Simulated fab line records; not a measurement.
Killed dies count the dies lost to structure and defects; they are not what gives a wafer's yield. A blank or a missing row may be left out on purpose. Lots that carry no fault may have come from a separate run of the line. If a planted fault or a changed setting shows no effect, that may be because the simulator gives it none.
fab line records -- flow nand_harc
record: lots: 6, wafers: 18, last_day: 25
route steps=1159 shown P_M0@280 P_M1@285
lots that met no fault: from a run of the same line without faults
start_h: the number of hours between the record's first day and the start of the first shown wafer of the lot -- wait_h: hours from the lot's prior step to this one -- " same as the row above -- L1.1+2: a single row standing in for several wafers -- - no value present, or no start provided -- * or withheld: withheld -- < > ~ a bound
route shown NAME@n: NAME is a module with steps in the file, n the number in the route of the first one -- usual: average and standard deviation across the fault-free wafers -- same: alike in all rows -- chamber/n: place in a boat -- sites: each site's reading -- _std_site: their standard deviation -- _edge_site: the outer-site mean with the inner-site mean subtracted -- radius_mm: how far each site lies from the wafer's centre -- mask NAME#n: copy n -- behind: tool/chamber where the wafer was last shaped -- hold: why the lot was held/for how many hours/how that ended -- device: transistor that didn't switch, given as n, p or np -- end of line: the same wafers' tests at the end of the route -- a step with no rows: only its recipe -- killed: at the first sort, the dies lost to defects and structure; wafer yield is something else -- map: a wafer's dies, x killed, . not, _ none there
set.NAME: the setting as run; set.NAME@STEP: as run at that earlier step -- model.NAME: the simulator's own value behind a step, which no gauge read
lots at selected steps of the route; one table per step, one row per wafer
services: the hour from which a tool's chamber was out of use, counted from the record's first day as start_h (under 0 if before that day), plus the number of hours and why
== steps ==
step: NHARC_P_M0_SRD_25
step: NHARC_P_M0_INSPECT_27
usual: raw_defect_count: 302/140
lot.wafer,tool,chamber,start_h,wait_h,raw_defect_count
L280.2,defect_inspect-02,-,110.61,0.0,395
L280.4,defect_inspect-02,-,110.61,0.0,210
L280.5,defect_inspect-02,-,110.61,0.0,267
L289.2,defect_inspect-02,-,184.33,0.0,297
L289.4,defect_inspect-02,-,184.33,0.0,283
L289.5,defect_inspect-02,-,184.33,0.0,228
L295.2,defect_inspect-02,-,220.58,0.0,136
L295.4,defect_inspect-02,-,220.58,0.0,190
L295.5,defect_inspect-02,-,220.58,0.0,190
L296.1,defect_inspect-01,-,221.92,0.0,310
L296.3,defect_inspect-01,-,221.92,0.0,301
L296.4,defect_inspect-01,-,221.92,0.0,373
L298.2,defect_inspect-02,-,224.60,0.0,839
L298.5,defect_inspect-02,-,224.60,0.0,340
L298.6,defect_inspect-02,-,224.60,0.0,558
L302.1,defect_inspect-02,-,248.31,0.0,224
L302.3,defect_inspect-02,-,248.31,0.0,136
L302.4,defect_inspect-02,-,248.31,0.0,215
step: NHARC_P_M0_PRE_CLEAN_31
recipe: time_s: 12, temp_c: 370, rf_power_w: 300, gas: NH3
usual: heater_power_w: 669/60, rf_fwd_power_W: 292.6/0.92
lot.wafer,tool,chamber,start_h,wait_h,heater_power_w,rf_fwd_power_W
L280.2,pecvd-04,1,110.67,0.1,709,292.7
L280.4,pecvd-04,1,110.67,0.1,707,293.6
L280.5,pecvd-04,0,110.67,0.1,725,293.3
L289.2,pecvd-03,2,184.41,0.1,752,291.5
L289.5,pecvd-03,1,184.41,0.1,666,292.4
L289.4,pecvd-03,0,184.41,0.1,696,293.0
L295.2,pecvd-04,2,220.65,0.1,621,291.5
L295.5,pecvd-04,2,220.65,0.1,600,291.7
L295.4,pecvd-04,1,220.65,0.1,784,292.3
L296.3,pecvd-03,1,222.00,0.1,617,291.7
L296.1,pecvd-03,2,222.00,0.1,756,292.6
L296.4,pecvd-03,1,222.00,0.1,638,290.7
L298.2,pecvd-04,1,224.67,0.1,662,291.4
L298.6,pecvd-04,2,224.67,0.1,610,290.9
L298.5,pecvd-04,0,224.67,0.1,682,293.7
L302.3,pecvd-04,0,248.37,0.1,681,292.7
L302.1,pecvd-04,1,248.37,0.1,708,292.8
L302.4,pecvd-04,2,248.37,0.1,621,291.4
step: NHARC_P_M0_DEP_32
recipe: target_thk_a: 300, temp_c: 370, target_thk_nm: 30, pressure_torr: 3, flow_sccm: 200, rf_w: 450, material: SiCN
usual: heater_power_w: 615/53, rf_fwd_power_W: 449.0/1.3
lot.wafer,tool,chamber,start_h,wait_h,heater_power_w,rf_fwd_power_W
L280.2,pecvd-04,1,110.75,0.1,671,447.0
L280.4,pecvd-04,1,110.75,0.1,671,449.0
L280.5,pecvd-04,0,110.75,0.1,653,449.0
L289.2,pecvd-03,2,184.52,0.1,724,450.6
L289.5,pecvd-03,1,184.52,0.1,614,448.4
L289.4,pecvd-03,0,184.52,0.1,659,448.1
L295.2,pecvd-04,2,220.72,0.1,522,452.5
L295.5,pecvd-04,2,220.72,0.1,523,452.2
L295.4,pecvd-04,1,220.72,0.1,698,450.1
L296.3,pecvd-03,1,222.11,0.1,610,448.9
L296.1,pecvd-03,2,222.11,0.1,610,451.6
L296.4,pecvd-03,1,222.11,0.1,607,446.6
L298.2,pecvd-04,1,224.75,0.1,653,447.4
L298.6,pecvd-04,2,224.75,0.1,508,448.4
L298.5,pecvd-04,0,224.75,0.1,620,447.5
L302.3,pecvd-04,0,248.45,0.1,526,450.0
L302.1,pecvd-04,1,248.45,0.1,594,448.3
L302.4,pecvd-04,2,248.45,0.1,538,448.2
step: NHARC_P_M1_DEP_00
recipe: target_thk_a: 1825, target_thk_nm: 182.5, temp_c: withheld, pressure_torr: 5, flow_sccm: 200, rf_w: 600, material: SiOC
step: NHARC_P_M1_DEHYDRATE_01
recipe: temp_c: 150, time_s: 120
step: NHARC_P_M1_HMDS_02
recipe: time_s: 30
step: NHARC_P_M1_COAT_34
recipe: temp_c: 200, time_s: 65
step: NHARC_P_M1_COAT_03
recipe: spin_rpm: 1500, resist_thk_nm: 90
step: NHARC_P_M1_SOFTBAKE_04
recipe: temp_c: 105, time_s: 55
step: NHARC_P_M1_EBR_05
step: NHARC_P_M1_EXPOSE_06
recipe: na: 1.35, target_cd_nm: 130, dose_mj: 81.88, mask_id: P_M1
usual: exposure_dose_mJ_cm2: 81.88/0.077
lot.wafer,tool,chamber,start_h,wait_h,mask,exposure_dose_mJ_cm2
L280.2,arfi_scanner-02,0,111.87,-,P_M1#0,81.99
L280.4,arfi_scanner-02,0,111.87,-,P_M1#0,81.92
L280.5,arfi_scanner-02,0,111.87,-,P_M1#0,81.88
L289.2,arfi_scanner-01,0,185.60,-,P_M1#0,82.04
L289.4,arfi_scanner-01,0,185.60,-,P_M1#0,81.91
L289.5,arfi_scanner-01,0,185.60,-,P_M1#0,81.93
L295.2,arfi_scanner-02,0,221.84,-,P_M1#0,130.81
L295.4,arfi_scanner-02,0,221.84,-,P_M1#0,130.88
L295.5,arfi_scanner-02,0,221.84,-,P_M1#0,130.85
L296.1,arfi_scanner-03,0,223.37,-,P_M1#0,81.70
L296.3,arfi_scanner-03,0,223.37,-,P_M1#0,81.72
L296.4,arfi_scanner-03,0,223.37,-,P_M1#0,81.88
L298.2,arfi_scanner-02,0,225.86,-,P_M1#0,122.55
L298.5,arfi_scanner-02,0,225.86,-,P_M1#0,122.56
L298.6,arfi_scanner-02,0,225.86,-,P_M1#0,122.49
L302.1,arfi_scanner-01,0,249.54,-,P_M1#0,81.76
L302.3,arfi_scanner-01,0,249.54,-,P_M1#0,81.85
L302.4,arfi_scanner-01,0,249.54,-,P_M1#0,81.80
step: NHARC_P_M1_PEB_07
recipe: peb_temp_c: 100, peb_time_s: 65
step: NHARC_P_M1_DEVELOP_08
recipe: develop_time_s: 35, dev_temp_c: 23
step: NHARC_P_M1_CD_MEAS_09
recipe: target_cd_nm: 130, landing_energy_ev: 500
usual: cd_nm: 130.3/0.84
lot.wafer,tool,chamber,start_h,wait_h,cd_nm
L280.2,cd_sem-01,0,112.01,-,130.6
L280.4,cd_sem-01,0,112.01,-,130.2
L280.5,cd_sem-01,0,112.01,-,130.5
L289.2,cd_sem-01,0,185.75,-,129.6
L289.4,cd_sem-01,0,185.75,-,130.4
L289.5,cd_sem-01,0,185.75,-,130.4
L295.2,cd_sem-02,0,221.97,-,158.6
L295.4,cd_sem-02,0,221.97,-,157.4
L295.5,cd_sem-02,0,221.97,-,158.1
L296.1,cd_sem-02,0,223.51,-,129.5
L296.3,cd_sem-02,0,223.51,-,129.9
L296.4,cd_sem-02,0,223.51,-,129.6
L298.2,cd_sem-01,0,226.00,-,156.9
L298.5,cd_sem-01,0,226.00,-,155.4
L298.6,cd_sem-01,0,226.00,-,155.3
L302.1,cd_sem-01,0,249.69,-,131.2
L302.3,cd_sem-01,0,249.69,-,130.1
L302.4,cd_sem-01,0,249.69,-,130.0
step: NHARC_P_M1_OVL_MEAS_10
recipe: pitch_nm: 260
usual: overlay_x_nm: 0.1/0.84, overlay_y_nm: 0.1/0.75
lot.wafer,tool,chamber,start_h,wait_h,overlay_x_nm,overlay_y_nm
L280.2,overlay-01,-,112.09,-,-0.2,-0.1
L280.4,overlay-01,-,112.09,-,0.4,0.1
L280.5,overlay-01,-,112.09,-,0.3,0.0
L289.2,overlay-02,-,185.84,-,-0.9,-0.8
L289.4,overlay-02,-,185.84,-,-0.8,-0.8
L289.5,overlay-02,-,185.84,-,-1.1,-1.0
L295.2,overlay-01,-,222.06,-,-0.2,0.5
L295.4,overlay-01,-,222.06,-,-0.7,0.2
L295.5,overlay-01,-,222.06,-,0.0,0.6
L296.1,overlay-02,-,223.60,-,-1.0,0.7
L296.3,overlay-02,-,223.60,-,-0.6,0.8
L296.4,overlay-02,-,223.60,-,-1.2,0.6
L298.2,overlay-01,-,226.08,-,0.0,0.8
L298.5,overlay-01,-,226.08,-,0.0,1.1
L298.6,overlay-01,-,226.08,-,-0.4,1.1
L302.1,overlay-01,-,249.77,-,0.9,0.4
L302.3,overlay-01,-,249.77,-,0.6,0.6
L302.4,overlay-01,-,249.77,-,1.1,0.6
step: NHARC_P_M1_INSPECT_11
usual: raw_defect_count: 3.9/2.3
lot.wafer,tool,chamber,start_h,wait_h,raw_defect_count
L280.2,defect_inspect-01,-,112.13,0.0,5
L280.4,defect_inspect-01,-,112.13,0.0,5
L280.5,defect_inspect-01,-,112.13,0.0,4
L289.2,defect_inspect-02,-,185.87,0.0,5
L289.4,defect_inspect-02,-,185.87,0.0,3
L289.5,defect_inspect-02,-,185.87,0.0,3
L295.2,defect_inspect-02,-,222.10,0.0,2
L295.4,defect_inspect-02,-,222.10,0.0,3
L295.5,defect_inspect-02,-,222.10,0.0,0
L296.1,defect_inspect-02,-,223.63,0.0,4
L296.3,defect_inspect-02,-,223.63,0.0,1
L296.4,defect_inspect-02,-,223.63,0.0,4
L298.2,defect_inspect-01,-,226.12,0.0,5
L298.5,defect_inspect-01,-,226.12,0.0,9
L298.6,defect_inspect-01,-,226.12,0.0,8
L302.1,defect_inspect-02,-,249.81,0.0,1
L302.3,defect_inspect-02,-,249.81,0.0,5
L302.4,defect_inspect-02,-,249.81,0.0,3
step: NHARC_P_M1_DESCUM_14
recipe: time_s: 3, o2_flow_sccm: 200, ar_flow_sccm: 0, bias_power_w: 0, chemistry: O2
usual: drypump_motor_current_A: 5.7/0.49, oes_product_au: 1.006/0.015, rf_vpp_V: 57.7/1, showerhead_plenum_p_Torr: 1.90/0.07, throttle_valve_pct: 11.312/0.0089
lot.wafer,tool,chamber,start_h,wait_h,drypump_motor_current_A,oes_product_au,rf_hours_counter_h,rf_vpp_V,showerhead_plenum_p_Torr,throttle_valve_pct,model.P_M1.cd_nm
L280.2,rie_diel-12,1,112.20,0.1,6.1,1.007,1.6,57.6,2.06,11.304,130.4
L280.4,rie_diel-12,3,112.20,0.1,5.6,1.015,1.5,58.4,2.00,11.306,129.9
L280.5,rie_diel-12,1,112.20,0.1,6.1,1.008,-,58.2,2.06,11.329,129.6
L289.4,rie_diel-11,0,185.94,0.1,5.5,1.005,9.5,58.3,1.89,11.321,130.2
L289.2,rie_diel-11,1,185.94,0.1,5.4,1.024,9.5,56.6,1.82,11.316,131.4
L289.5,rie_diel-11,0,185.94,0.1,5.5,1.006,-,57.8,1.89,11.316,130
L295.2,rie_diel-12,0,222.17,0.1,5.0,0.994,0.3,59.1,1.93,11.316,158.9
L295.4,rie_diel-12,1,222.17,0.1,6.1,1.026,0.2,57.8,2.06,11.297,156.9
L295.5,rie_diel-12,2,222.17,0.1,5.6,0.995,-,59.0,1.82,11.313,159.2
L296.3,rie_diel-11,2,223.69,0.1,6.5,0.984,1.2,58.0,1.88,11.315,130.2
L296.1,rie_diel-11,3,223.69,0.1,5.7,1.017,1.2,58.2,1.89,11.325,129.3
L296.4,rie_diel-11,0,223.69,0.1,5.5,0.997,1.4,56.1,1.89,11.315,128.9
L298.2,rie_diel-11,1,226.20,0.1,5.4,1.009,1.5,58.0,1.82,11.324,159
L298.6,rie_diel-11,3,226.20,0.1,5.7,1.026,-,57.4,1.89,11.310,155.4
L298.5,rie_diel-11,0,226.20,0.1,5.4,1.004,-,57.5,1.89,11.318,154.6
L302.4,rie_diel-05,3,249.87,0.1,5.2,1.010,4.5,56.8,1.80,11.322,129.2
L302.1,rie_diel-05,0,249.87,0.1,6.4,1.005,4.1,56.8,1.89,11.313,131.3
L302.3,rie_diel-05,1,249.87,0.1,6.6,0.979,4.4,55.4,1.91,11.308,130.2
step: NHARC_P_M1_ETCH_35
recipe: target_depth_a: 400, overetch_a: 120, time_s: 43.94, ion_energy_ev: 200, n2_flow_sccm: 150, h2_flow_sccm: 150, ar_flow_sccm: 0, rf_w: 400, bias_w: 150, chemistry: N2/H2
usual: drypump_motor_current_A: 5.8/0.51, oes_product_au: 1.004/0.016, rf_fwd_power_W: 395.7/1.4, rf_vpp_V: 430.2/2.2, showerhead_plenum_p_Torr: 2.03/0.078, throttle_valve_pct: 14.171/0.0083
lot.wafer,tool,chamber,start_h,wait_h,drypump_motor_current_A,oes_product_au,rf_fwd_power_W,rf_hours_counter_h,rf_vpp_V,showerhead_plenum_p_Torr,throttle_valve_pct
L280.2,rie_diel-12,3,112.29,0.1,5.6,1.015,395.6,1.5,433.6,2.13,14.170
L280.4,rie_diel-12,0,112.29,0.1,5.0,1.012,393.5,1.6,428.9,2.06,14.182
L280.5,rie_diel-12,1,112.29,0.1,6.1,1.013,395.0,-,435.4,2.20,14.161
L289.4,rie_diel-11,1,186.02,0.1,5.4,1.015,397.0,9.5,426.4,1.94,14.173
L289.2,rie_diel-11,0,186.02,0.1,5.4,1.005,396.2,9.5,429.2,2.01,14.178
L289.5,rie_diel-11,1,186.02,0.1,5.4,1.008,398.4,-,427.4,1.94,14.156
L295.4,rie_diel-12,3,222.25,0.1,5.6,1.012,396.2,0.2,433.4,2.13,14.157
L295.2,rie_diel-12,0,222.25,0.1,5.0,0.998,395.1,0.3,431.7,2.06,14.168
L295.5,rie_diel-12,1,222.25,0.1,6.0,1.023,396.0,-,435.0,2.20,14.155
L296.4,rie_diel-11,0,223.78,0.1,5.5,0.994,396.4,1.4,430.6,2.01,14.172
L296.3,rie_diel-11,1,223.78,0.1,5.5,0.998,396.5,1.4,429.0,1.94,14.169
L296.1,rie_diel-11,2,223.78,0.1,6.5,0.966,397.5,1.2,431.6,2.01,14.177
L298.2,rie_diel-11,1,226.26,0.1,5.4,1.001,395.4,1.5,427.3,1.94,14.182
L298.6,rie_diel-11,1,226.26,0.1,5.4,1.003,397.0,-,428.7,1.94,14.174
L298.5,rie_diel-11,2,226.26,0.1,6.5,0.972,397.1,-,428.9,2.01,14.174
L302.1,rie_diel-05,1,249.96,0.1,6.7,0.983,396.6,4.4,429.8,2.04,14.179
L302.3,rie_diel-05,2,249.96,0.1,5.5,1.022,396.1,4.8,429.7,2.03,14.176
L302.4,rie_diel-05,3,249.96,0.1,5.2,1.015,395.6,4.5,426.2,1.92,14.170
step: NHARC_P_M1_ETCH_15
recipe: target_depth_a: 1825, time_s: 91.2, c4f8_flow_sccm: withheld, ar_flow_sccm: 400, rf_w: 600, bias_w: 300, chemistry: C4F8/Ar
usual: oes_product_au: 0.962/0.023, rf_fwd_power_W: 596.0/2, rf_vpp_V: 440.5/2.2
lot.wafer,tool,chamber,start_h,wait_h,oes_product_au,rf_fwd_power_W,rf_hours_counter_h,rf_vpp_V
L280.2,rie_diel-12,0,-,-,0.976,595.3,1.6,441.1
L280.4,rie_diel-12,2,-,-,0.980,594.9,1.6,437.8
L280.5,rie_diel-12,3,-,-,0.995,595.1,-,442.7
L289.4,rie_diel-11,0,-,-,0.977,597.6,9.5,439.6
L289.2,rie_diel-11,1,-,-,0.979,599.1,9.5,438.1
L289.5,rie_diel-11,0,-,-,0.971,598.0,-,440.0
L295.4,rie_diel-12,3,-,-,0.975,595.1,0.3,441.7
L295.2,rie_diel-12,1,-,-,0.990,598.1,0.3,446.2
L295.5,rie_diel-12,3,-,-,0.977,596.4,-,442.4
L296.4,rie_diel-11,1,-,-,0.917,596.7,1.4,437.0
L296.3,rie_diel-11,2,-,-,0.893,596.4,1.2,439.6
L296.1,rie_diel-11,3,-,-,0.931,594.6,1.2,439.3
L298.2,rie_diel-11,1,-,-,0.964,594.7,1.5,437.5
L298.5,rie_diel-11,1,-,-,0.970,597.4,-,437.8
L298.6,rie_diel-11,2,-,-,0.942,597.3,-,440.8
L302.3,rie_diel-05,2,-,-,0.990,596.5,4.8,440.1
L302.4,rie_diel-05,0,-,-,0.965,594.9,4.1,438.6
L302.1,rie_diel-05,1,-,-,0.951,594.7,4.5,440.7
step: NHARC_P_M1_CD_MEAS_16
usual: cd_nm: 130.5/1.1
lot.wafer,tool,chamber,start_h,wait_h,cd_nm
L280.2,cd_sem-02,-,112.50,-,129.7
L280.4,cd_sem-02,-,112.50,-,130.3
L280.5,cd_sem-02,-,112.50,-,130.3
L289.2,cd_sem-01,-,186.26,-,131.1
L289.4,cd_sem-01,-,186.26,-,130.4
L289.5,cd_sem-01,-,186.26,-,130.8
L295.2,cd_sem-01,-,222.46,-,160.1
L295.4,cd_sem-01,-,222.46,-,157.4
L295.5,cd_sem-01,-,222.46,-,159.4
L296.1,cd_sem-02,-,224.00,-,130.0
L296.3,cd_sem-02,-,224.00,-,130.7
L296.4,cd_sem-02,-,224.00,-,129.2
L298.2,cd_sem-02,-,226.49,-,159.4
L298.5,cd_sem-02,-,226.49,-,155.6
L298.6,cd_sem-02,-,226.49,-,155.7
L302.1,cd_sem-02,-,250.18,-,132.3
L302.3,cd_sem-02,-,250.18,-,130.5
L302.4,cd_sem-02,-,250.18,-,129.0
step: NHARC_P_M1_STRIP_18
recipe: power_w: 1000, n2_flow_sccm: 150, h2_flow_sccm: 150, ar_flow_sccm: 0, bias_w: 0, chemistry: N2/H2
usual: drypump_motor_current_A: 5.8/0.5, oes_product_au: 1.003/0.018, rf_fwd_power_W: 997/3.2, rf_vpp_V: 90.6/0.97, showerhead_plenum_p_Torr: 2.02/0.068, throttle_valve_pct: 14.172/0.0088
lot.wafer,tool,chamber,start_h,wait_h,drypump_motor_current_A,oes_product_au,rf_fwd_power_W,rf_hours_counter_h,rf_vpp_V,showerhead_plenum_p_Torr,throttle_valve_pct
L280.2,rie_diel-12,0,112.57,0.1,5.0,1.013,995,2,90.9,2.06,14.177
L280.4,rie_diel-12,3,112.57,0.1,5.7,1.020,995,2,91.1,2.13,14.186
L280.5,rie_diel-12,0,112.57,0.1,5.0,1.007,996,-,91.0,2.06,14.180
L289.2,rie_diel-05,1,186.37,0.1,6.6,0.991,998,0,89.8,2.04,14.192
L289.4,rie_diel-05,3,186.37,0.1,5.2,1.016,999,0,90.4,1.92,14.171
L289.5,rie_diel-05,1,186.37,0.1,6.7,0.978,994,-,89.6,2.04,14.176
L295.4,rie_diel-05,1,222.54,0.1,6.7,0.988,992,3,90.8,2.04,14.162
L295.2,rie_diel-05,0,222.54,0.1,6.4,1.004,998,3,91.8,2.02,14.168
L295.5,rie_diel-05,1,222.54,0.1,6.7,0.989,988,-,91.3,2.04,14.182
L296.1,rie_diel-12,1,224.07,0.1,6.1,1.014,993,0,90.7,2.20,14.187
L296.3,rie_diel-12,3,224.07,0.1,5.7,1.017,997,0,90.0,2.13,14.182
L296.4,rie_diel-12,0,224.07,0.1,5.0,0.989,997,0,90.6,2.06,14.171
L298.2,rie_diel-05,0,226.58,0.1,6.4,1.000,999,3,93.3,2.02,14.163
L298.5,rie_diel-05,3,226.58,0.1,5.1,1.015,996,-,91.0,1.92,14.167
L298.6,rie_diel-05,0,226.58,0.1,6.4,1.007,996,-,89.5,2.02,14.181
L302.1,rie_diel-11,3,250.25,0.1,5.8,1.009,997,3,90.5,2.02,14.175
L302.4,rie_diel-11,0,250.25,0.1,5.5,0.983,998,3,90.4,2.01,14.174
L302.3,rie_diel-11,2,250.25,0.1,6.5,0.956,995,3,89.2,2.01,14.168
step: NHARC_P_M1_ETCH_28
recipe: target_depth_a: 300, over_etch_frac: 0.3, time_s: 72.99, ion_energy_ev: 150, cf4_flow_sccm: 50, n2_flow_sccm: 100, ar_flow_sccm: 150, rf_w: 300, bias_w: 100, chemistry: CF4/N2
usual: drypump_motor_current_A: 5.8/0.49, oes_product_au: 1.004/0.016, rf_fwd_power_W: 297.8/0.91, rf_vpp_V: 313.8/1.6, showerhead_plenum_p_Torr: 2.60/0.083, throttle_valve_pct: 19.793/0.0086
same: over_etch_frac: 0.3
lot.wafer,tool,chamber,start_h,wait_h,drypump_motor_current_A,oes_product_au,rf_fwd_power_W,rf_hours_counter_h,rf_vpp_V,showerhead_plenum_p_Torr,throttle_valve_pct,model.P_M1.cd_nm
L280.2,rie_diel-12,3,-,-,5.6,1.014,299.2,2,315.1,2.73,19.796,130.2
L280.4,rie_diel-12,0,-,-,5.0,1.016,298.0,2,313.6,2.65,19.791,131.1
L280.5,rie_diel-12,1,-,-,6.1,1.005,296.0,-,318.2,2.82,19.795,130.7
L289.4,rie_diel-05,3,-,-,5.2,1.018,296.8,0,312.5,2.49,19.797,130.8
L289.2,rie_diel-05,2,-,-,5.5,1.016,296.4,0,313.3,2.62,19.791,132.5
L289.5,rie_diel-05,3,-,-,5.2,1.017,297.5,-,311.8,2.49,19.796,131.6
L295.4,rie_diel-05,2,-,-,5.6,1.000,298.1,3,313.6,2.62,19.778,157.9
L295.2,rie_diel-05,3,-,-,5.2,1.015,296.6,3,311.5,2.48,19.803,159.2
L295.5,rie_diel-05,1,-,-,6.7,0.971,297.1,-,314.0,2.62,19.785,159.4
L296.4,rie_diel-12,0,-,-,5.0,0.993,297.7,0,315.2,2.65,19.792,129.4
L296.1,rie_diel-12,1,-,-,6.1,1.021,297.2,0,316.2,2.82,19.795,130.2
L296.3,rie_diel-12,3,-,-,5.6,1.008,295.7,0,316.0,2.73,19.807,130.5
L298.2,rie_diel-05,2,-,-,5.5,1.014,298.3,3,314.0,2.62,19.799,158.7
L298.5,rie_diel-05,0,-,-,6.3,1.009,298.1,-,314.2,2.60,19.791,156
L298.6,rie_diel-05,1,-,-,6.6,0.980,297.6,-,313.9,2.62,19.791,155.5
L302.4,rie_diel-11,0,-,-,5.5,0.992,298.6,3,314.5,2.59,19.770,127.9
L302.3,rie_diel-11,1,-,-,5.5,1.005,299.1,3,313.3,2.50,19.789,130.4
L302.1,rie_diel-11,2,-,-,6.5,0.960,298.3,3,313.2,2.59,19.798,132
step: NHARC_P_M1_STRIP_19
recipe: time_s: 600, temp_c: 30, chemistry: post_etch_residue_remover
== services ==
tool,chamber,start_h,hours,kind
rie_diel-05,1,89.00,6.6,repair
rie_diel-11,0,95.00,-,clean
rie_diel-11,1,95.00,-,clean
rie_diel-11,2,95.00,-,clean
rie_diel-11,3,95.00,-,clean
pecvd-03,-,97.92,1.0,repair
pecvd-03,-,111.08,13.0,pm
rie_diel-11,0,119.57,-,clean
rie_diel-11,1,119.57,-,clean
rie_diel-11,2,119.57,-,clean
rie_diel-11,3,119.57,-,clean
arfi_scanner-01,-,126.03,0.7,repair
arfi_scanner-03,-,140.00,4.0,pm
rie_diel-11,0,144.23,-,clean
rie_diel-11,1,144.23,-,clean
rie_diel-11,2,144.23,-,clean
pecvd-04,-,146.80,1.5,repair
pecvd-03,0,159.91,1.9,repair
rie_diel-05,-,163.62,9.0,pm
rie_diel-11,-,189.50,9.0,pm
pecvd-04,-,195.16,13.0,pm
arfi_scanner-01,-,196.00,4.0,pm
rie_diel-12,1,201.70,4.7,repair
rie_diel-12,-,202.40,9.0,pm
== key ==
first_sign: step: NHARC_P_M1_EXPOSE_06, reading: exposure_dose_mJ_cm2, direction: up, sigmas: 99+, usual: 81.88, struck: 126.69
effect: step: NHARC_P_M1_CD_MEAS_09, reading: cd_nm, direction: up, sigmas: 32, usual: 130.3, struck: 157.0, through: control_loop
effect: step: NHARC_P_M1_CD_MEAS_16, reading: cd_nm, direction: up, sigmas: 24, usual: 130.5, struck: 157.9, through: control_loop
model_effect: step: NHARC_P_M1_DESCUM_14, value: P_M1.cd_nm, without: 131.2, struck: 157.3
model_effect: step: NHARC_P_M1_ETCH_28, value: P_M1.cd_nm, without: 131.6, struck: 157.8
met_at NHARC_P_M1_EXPOSE_06
struck_wafers L295.2,L295.4,L295.5,L298.2,L298.5,L298.6
loop_trim: step: NHARC_P_M1_EXPOSE_06, setting: dose, lots: L298
onset_between 111.87 221.84
fault: kind: process_parameter_drift, tool: arfi_scanner-02, chamber: -, onset_h: 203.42, steps: NHARC_P_M1_EXPOSE_06, channel: dose_mj, offset: 48.917, shape: step, acts_in: these_recipes_only, stated: 81.88
loop_trim: a control loop set the setting to another value than it would have without faults
